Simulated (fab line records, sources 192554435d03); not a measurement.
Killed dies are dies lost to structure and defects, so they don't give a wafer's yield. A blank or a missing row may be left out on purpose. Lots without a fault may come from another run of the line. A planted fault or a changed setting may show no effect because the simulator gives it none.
Split-lot experiment | flow n5_finfet | 7 lots, 21 wafers read, on a route of 1938 steps

THE SPLIT
At N5_BEOL_M8_EXPOSE_25 (exposes mask V7, target cd 40 nm), the setting dose_mj was moved away from the recipe's 42.5 on 9 of the 21 wafers read, by -7.5% to +2.0%. The other wafers ran this setting at the recipe's value.

FROM THE SPLIT TO THE READING: what the file shows between them, 2 steps
- N5_BEOL_M8_PEB_26: peb time 60 s
- N5_BEOL_M8_DEVELOP_27: develop time 30 s

THE READING
cd_nm, in nm, at N5_BEOL_M8_CD_MEAS_28 (target cd 40 nm). Fault-free wafers of this fab line usually give 40.00 nm, standard deviation 0.21 nm.

wafer  | tool, chamber at the split | dose_mj as run | against the recipe | cd_nm, nm | against lot-mates on the recipe
L076.2 | euv_scanner-02, 0          | 42.5           | recipe             | 40.14     | -
L076.4 | euv_scanner-02, 0          | 40.33          | -5.1%              | 38.83     | -1.31
L076.6 | euv_scanner-02, 0          | 40.33          | -5.1%              | 38.67     | -1.47
L078.1 | euv_scanner-01, 0          | 43.36          | +2.0%              | 40.31     | +0.58
L078.2 | euv_scanner-01, 0          | 43.36          | +2.0%              | 40.08     | +0.35
L078.6 | euv_scanner-01, 0          | 42.5           | recipe             | 39.73     | -
L082.3 | euv_scanner-01, 0          | 42.5           | recipe             | 40.05     | -
L082.4 | euv_scanner-01, 0          | 42.5           | recipe             | 40.30     | -
L082.5 | euv_scanner-01, 0          | 40.97          | -3.6%              | 39.34     | -0.83
L083.1 | euv_scanner-01, 0          | 41.12          | -3.2%              | 39.03     | -1.10
L083.2 | euv_scanner-01, 0          | 42.5           | recipe             | 39.79     | -
L083.5 | euv_scanner-01, 0          | 42.5           | recipe             | 40.48     | -
L089.2 | euv_scanner-02, 0          | 40.16          | -5.5%              | 38.64     | -1.68
L089.3 | euv_scanner-02, 0          | 42.5           | recipe             | 40.48     | -
L089.4 | euv_scanner-02, 0          | 42.5           | recipe             | 40.16     | -
L092.1 | euv_scanner-01, 0          | 42.5           | recipe             | 39.91     | -
L092.2 | euv_scanner-01, 0          | 42.5           | recipe             | 40.01     | -
L092.4 | euv_scanner-01, 0          | 42.5           | recipe             | 40.25     | -
L096.1 | euv_scanner-02, 0          | 39.32          | -7.5%              | 38.53     | -1.75
L096.2 | euv_scanner-02, 0          | 39.32          | -7.5%              | 38.10     | -2.18
L096.3 | euv_scanner-02, 0          | 42.5           | recipe             | 40.28     | -

THE FIT
A straight line over all 21 wafers: cd_nm changes by +0.236 nm for each +1% of dose_mj; r = +0.94; the points scatter about the line by 0.25 nm.
The same after taking each lot's own level away (the mean of its wafers on the recipe; 21 wafers): +0.268 nm for each +1%; r = +0.98; scatter 0.18 nm.
On that fit, the largest move of dose_mj shifts the reading by 2 nm.
The lots' own levels span 39.730 to 40.320 nm, that is 2.8 times the standard deviation above.
So the lot-to-lot level changes the slope: the two fits differ.
Check: with one of the wafers moved furthest among these (-7.5%) left out of the fit, the line predicts -2.12 nm for it against its lot-mates. It came out at -1.75 nm against them.

THE WHOLE CHAIN: every reading that the file lists as answering this split, in the file's order
step                  | what it does                                                        | reading                                                        | change (the file's fit)               | r (the file's)
N5_BEOL_M8_CD_MEAS_28 | target cd 40 nm                                                     | cd_nm                                                          | +0.276 nm for each +1% of the setting | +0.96
N5_BEOL_M8_DESCUM_33  | chemistry O2, time 7 s                                              | BEOL_M8.cd_nm (the simulator's own value, which no gauge read) | +0.264 nm for each +1% of the setting | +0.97
N5_BEOL_M8_ETCH_66    | etches SOC in N2/H2, target depth 80 nm, overetch 16 nm, time 120 s | BEOL_M8.cd_nm (the simulator's own value, which no gauge read) | +0.268 nm for each +1% of the setting | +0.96

THE FILE'S OWN FIT
cd_nm changes by +0.276 nm for each +1% of dose_mj, r = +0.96.
